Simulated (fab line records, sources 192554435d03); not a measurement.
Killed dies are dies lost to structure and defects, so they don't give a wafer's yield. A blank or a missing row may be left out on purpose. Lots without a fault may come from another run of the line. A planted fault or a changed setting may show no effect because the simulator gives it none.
Split-lot experiment | flow n5_finfet | 7 lots, 39 wafers read, on a route of 1938 steps

THE SPLIT
At N5_MOL_CONTACT_COAG_CVD_140 (deposits W, target thk 66.5 nm, time 215 s), the setting target_thk_a was moved away from the recipe's 665 angstrom on 12 of the 39 wafers read, by -48.2% to +55.5%. The other wafers ran this setting at the recipe's value.

The reading is taken at the split's own step.

THE READING
W_of_MOL_CONTACT_COAG_CVD_140.thk_nm (the simulator's own value, which no gauge read), in nm, at N5_MOL_CONTACT_COAG_CVD_140 (deposits W, target thk 66.5 nm, time 215 s). The file gives no usual value for it. The 27 wafers here that ran the recipe average 66.9 nm, standard deviation 0.63 nm.

wafer  | tool, chamber at the split | target_thk_a as run, angstrom | against the recipe | W_of_MOL_CONTACT_COAG_CVD_140.thk_nm, nm | against lot-mates on the recipe
L074.1 | cvd_w-01, 0                | 365.7                         | -45.0%             | 36.6                                     | -29.2
L074.2 | cvd_w-01, 1                | 665                           | recipe             | 66                                       | -
L074.5 | cvd_w-01, 1                | 665                           | recipe             | 66                                       | -
L074.3 | cvd_w-01, 0                | 365.7                         | -45.0%             | 37                                       | -28.8
L074.4 | cvd_w-01, 1                | 665                           | recipe             | 65.4                                     | -
L074.6 | cvd_w-01, 0                | 365.7                         | -45.0%             | 37.8                                     | -28.0
L075.1 | cvd_w-01, 1                | 665                           | recipe             | 66.4                                     | -
L075.2 | cvd_w-01, 0                | 665                           | recipe             | 67.4                                     | -
L075.5 | cvd_w-01, 0                | 665                           | recipe             | 67.4                                     | -
L075.3 | cvd_w-01, 0                | 665                           | recipe             | 67.2                                     | -
L075.4 | cvd_w-01, 1                | 665                           | recipe             | 66.8                                     | -
L075.6 | cvd_w-01, 1                | 665                           | recipe             | 66.6                                     | -
L077.1 | cvd_w-02, 1,0              | 665                           | recipe             | 67.4                                     | -
L077.2 | cvd_w-02, 1,0              | 665                           | recipe             | 67.4                                     | -
L077.3 | cvd_w-02, 1                | 881.5                         | +32.6%             | 89                                       | +21.7
L077.4 | cvd_w-02, 0                | 881.5                         | +32.6%             | 89.4                                     | +22.1
L077.5 | cvd_w-02, 1                | 881.5                         | +32.6%             | 88.4                                     | +21.1
L077.6 | cvd_w-02, 0                | 665                           | recipe             | 67                                       | -
L079.2 | cvd_w-02, 0                | 665                           | recipe             | 67.6                                     | -
L079.4 | cvd_w-02, 0                | 665                           | recipe             | 67.2                                     | -
L079.5 | cvd_w-02, 0                | 665                           | recipe             | 67.2                                     | -
L081.1 | cvd_w-01, 1                | 344.4                         | -48.2%             | 34.2                                     | -32.1
L081.2 | cvd_w-01, 0                | 665                           | recipe             | 66.2                                     | -
L081.3 | cvd_w-01, 1                | 665                           | recipe             | 65.6                                     | -
L081.4 | cvd_w-01, 0                | 665                           | recipe             | 67.2                                     | -
L081.5 | cvd_w-01, 1                | 344.4                         | -48.2%             | 34                                       | -32.3
L081.6 | cvd_w-01, 0                | 344.4                         | -48.2%             | 34.4                                     | -31.9
L087.1 | cvd_w-02, 0                | 1034                          | +55.5%             | 104.6                                    | +37.1
L087.2 | cvd_w-02, 1                | 1034                          | +55.5%             | 104.8                                    | +37.3
L087.3 | cvd_w-02, 0                | 665                           | recipe             | 67.8                                     | -
L087.4 | cvd_w-02, 1                | 665                           | recipe             | 67.4                                     | -
L087.5 | cvd_w-02, 0                | 1034                          | +55.5%             | 105                                      | +37.5
L087.6 | cvd_w-02, 1                | 665                           | recipe             | 67.2                                     | -
L089.1 | cvd_w-02, 0                | 665                           | recipe             | 66.8                                     | -
L089.2 | cvd_w-02, 1                | 665                           | recipe             | 67.8                                     | -
L089.3 | cvd_w-02, 0                | 665                           | recipe             | 66.4                                     | -
L089.4 | cvd_w-02, 1,0              | 665                           | recipe             | 67                                       | -
L089.5 | cvd_w-02, 1,0              | 665                           | recipe             | 67                                       | -
L089.6 | cvd_w-02, 1                | 665                           | recipe             | 67.4                                     | -
Where a row lists several chambers, the file gives one row for several wafers and doesn't say which wafer went through which chamber.

THE FIT
A straight line over all 39 wafers: W_of_MOL_CONTACT_COAG_CVD_140.thk_nm changes by +0.676 nm for each +1% of target_thk_a; r = +1.00; the points scatter about the line by 0.61 nm.
The same after taking each lot's own level away (the mean of its wafers on the recipe; 39 wafers): +0.662 nm for each +1%; r = +1.00; scatter 0.52 nm.
On that fit, the largest move of target_thk_a shifts the reading by 37 nm.
The lots' own levels span 65.80 to 67.47 nm, that is 2.6 times the standard deviation above.
So the lot-to-lot level changes the slope little: the two slopes agree.
Check: with one of the wafers moved furthest among these (+55.5%) left out of the fit, the line predicts +36.8 nm for it against its lot-mates. It came out at +37.1 nm against them.

OTHER SPLITS ON THESE WAFERS
These wafers also went through other splits before the reading. Each is held against what the fit with the lots' levels taken away leaves over:
other split on the same wafers | wafers away from the commonest value | r with W_of_MOL_CONTACT_COAG_CVD_140.thk_nm (lot level and that fit taken away)
N5_SD_EPI_N_DESCUM_14 time_s   | 15                                   | -0.10
N5_HKMG_FIN_ETCH_55 time_s     | 9                                    | -0.18

THE WHOLE CHAIN: every reading that the file lists as answering this split, in the file's order
step                        | what it does                                                    | reading                                                                               | change (the file's fit)                                                             | r (the file's)
N5_MOL_CONTACT_COAG_CVD_140 | deposits W, target thk 66.5 nm, time 215 s                      | W_of_MOL_CONTACT_COAG_CVD_140.thk_nm (the simulator's own value, which no gauge read) | +0.662 nm for each +1% of the setting                                               | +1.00
N5_MOL_CONTACT_COAG_CMP_52  | polishes, stops on SiO2, t overpolish 1.5 s, target thk 66.5 nm | time_to_endpoint_s                                                                    | withheld for each +1% of the setting                                                | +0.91
N5_MOL_CONTACT_COAG_CMP_52  | polishes, stops on SiO2, t overpolish 1.5 s, target thk 66.5 nm | W_of_MOL_CONTACT_COAG_CVD_140.thk_nm (the simulator's own value, which no gauge read) | not straight: 34.2 at the lowest setting, 66.79 at the recipe, 66.13 at the highest | not given

THE FILE'S OWN FIT
W_of_MOL_CONTACT_COAG_CVD_140.thk_nm changes by +0.662 nm for each +1% of target_thk_a, r = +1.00.
